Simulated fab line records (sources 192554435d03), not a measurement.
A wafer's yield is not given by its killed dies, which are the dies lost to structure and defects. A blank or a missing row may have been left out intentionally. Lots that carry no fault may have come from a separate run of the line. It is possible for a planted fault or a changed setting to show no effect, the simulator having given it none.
Matching of chambers    flow n5Finfet    rieDiel-03 running N5_BEOL_M2_VIA_ETCH_34: 4 sister chambers
The step etches the open film in C4F6/O2, target depth 69.4 nm, time 65.9 s. 4 wafers are shown with their chamber, then 8 later ones without.

## WAFERS, EACH WITH ITS CHAMBER
wafer   chamber  showerheadPlenumPTorr (Torr)
L080.2  2        2.83
L081.3  3        2.99
L081.5  1        2.91
L084.1  0        2.68

## WAFERS MISSING THEIR CHAMBER
wafer   showerheadPlenumPTorr (Torr)
L084.2  2.99
L084.4  2.91
L095.2  3.02
L095.5  2.89
L095.6  3.02
L094.3  2.81
L094.4  2.89
L094.5  3.01

## WHICH CHAMBER EACH WENT THROUGH
wafer    from the rows above       in truth
L084.2   3                         3
L084.4   1                         1
L095.2   3                         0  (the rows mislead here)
L095.5   can't be placed: 1 or 2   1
L095.6   3                         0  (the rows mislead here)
L094.3   2                         2
L094.4   can't be placed: 1 or 2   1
L094.5   3                         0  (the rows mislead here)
3 of 8 placed correctly. From these rows, 2 cannot be placed; in 2 the true chamber is one of the candidates. 3 placed wrongly.
How it was worked out, from the rows above alone: a wafer's distance from a chamber is the root of the sum, over the readings, of the square of ((its reading less the chamber's mean) divided by the reading's scatter). If the next closest chamber is less than 2 further off than the closest, the wafer can't be placed; otherwise it belongs to the closest. A chamber's mean is the mean of its shown wafers. The scatter (one wafer shown for each chamber): square how far every hidden wafer sits from the nearest shown wafer, average those squares and take the square root.
